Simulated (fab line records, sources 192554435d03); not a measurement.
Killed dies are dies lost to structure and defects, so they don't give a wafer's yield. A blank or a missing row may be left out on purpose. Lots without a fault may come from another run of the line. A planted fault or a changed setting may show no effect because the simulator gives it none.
Chamber matching | flow n5_finfet | N5_BEOL_M3_CO_CAP_55 on cvd_co-01: 3 sister chambers
The step material Co, precursor CCTBA/H2, target thk 2 nm, time 102.1 s. 24 wafers are shown with their chamber, then 12 later ones without.

WAFERS WITH THEIR CHAMBER
wafer  | chamber | heater_power_w (W) | susceptor_temp_C (C)
L075.1 | 0       | 229                | 200.37
L075.2 | 1       | 228                | 200.21
L075.6 | 0       | 221                | 200.32
L078.1 | 0       | 224                | 200.09
L078.3 | 2       | 277                | 199.95
L078.5 | 2       | 270                | 200.25
L077.1 | 2       | 273                | 199.95
L077.4 | 2       | 269                | 200.12
L077.5 | 1       | 230                | 199.89
L079.1 | 1       | 225                | 199.99
L079.4 | 2       | 270                | 199.80
L079.6 | 1       | 223                | 200.04
L081.1 | 0       | 221                | 200.18
L081.3 | 1       | 230                | 199.83
L081.6 | 1       | 229                | 199.76
L085.1 | 0       | 228                | 200.24
L085.4 | 1       | 231                | 199.80
L085.5 | 0       | 233                | 200.07
L086.1 | 1       | 225                | 200.19
L086.2 | 0       | 232                | 199.92
L086.4 | 1       | 229                | 199.91
L087.1 | 1       | 223                | 200.01
L087.5 | 0       | 223                | 199.88
L087.6 | 2       | 280                | 200.06

SIGNATURES (means of the wafers above)
reading          | chamber 0 | chamber 1 | chamber 2 | scatter within a chamber
heater_power_w   | 226.38    | 227.30    | 273.17    | 4.03
susceptor_temp_C | 200.1337  | 199.9630  | 200.0217  | 0.163
Rule: a wafer's distance from a chamber is the root of the sum, over the readings, of the square of ((its reading less the chamber's mean) divided by the reading's scatter). The wafer belongs to the nearest chamber; if the next one is less than 2 further off, it can't be placed. The scatter: the root of (the sum of the squares of (reading less its chamber's mean) over the shown wafers, divided by (wafers less chambers)).

WAFERS WITHOUT THEIR CHAMBER
wafer  | heater_power_w (W) | susceptor_temp_C (C)
L090.4 | 237                | 199.82
L090.5 | 226                | 200.01
L090.6 | 275                | 200.09
L093.2 | 279                | 199.92
L093.3 | 232                | 199.73
L093.5 | 279                | 199.74
L092.4 | 226                | 199.95
L092.5 | 222                | 200.02
L092.6 | 272                | 199.79
L095.1 | 220                | 200.09
L095.3 | 225                | 199.95
L095.5 | 232                | 200.07

WHICH CHAMBER EACH WENT THROUGH
wafer  | from the rows above     | in truth
L090.4 | can't be placed: 1 or 0 | 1
L090.5 | can't be placed: 1 or 0 | 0
L090.6 | 2                       | 2
L093.2 | 2                       | 2
L093.3 | can't be placed: 1 or 0 | 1
L093.5 | 2                       | 2
L092.4 | can't be placed: 1 or 0 | 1
L092.5 | can't be placed: 0 or 1 | 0
L092.6 | 2                       | 2
L095.1 | can't be placed: 0 or 1 | 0
L095.3 | can't be placed: 1 or 0 | 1
L095.5 | can't be placed: 1 or 0 | 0
Placed correctly: 4 of 12. Can't be placed from these rows: 8 (the true chamber is among the candidates in 8). Placed wrongly: 0.
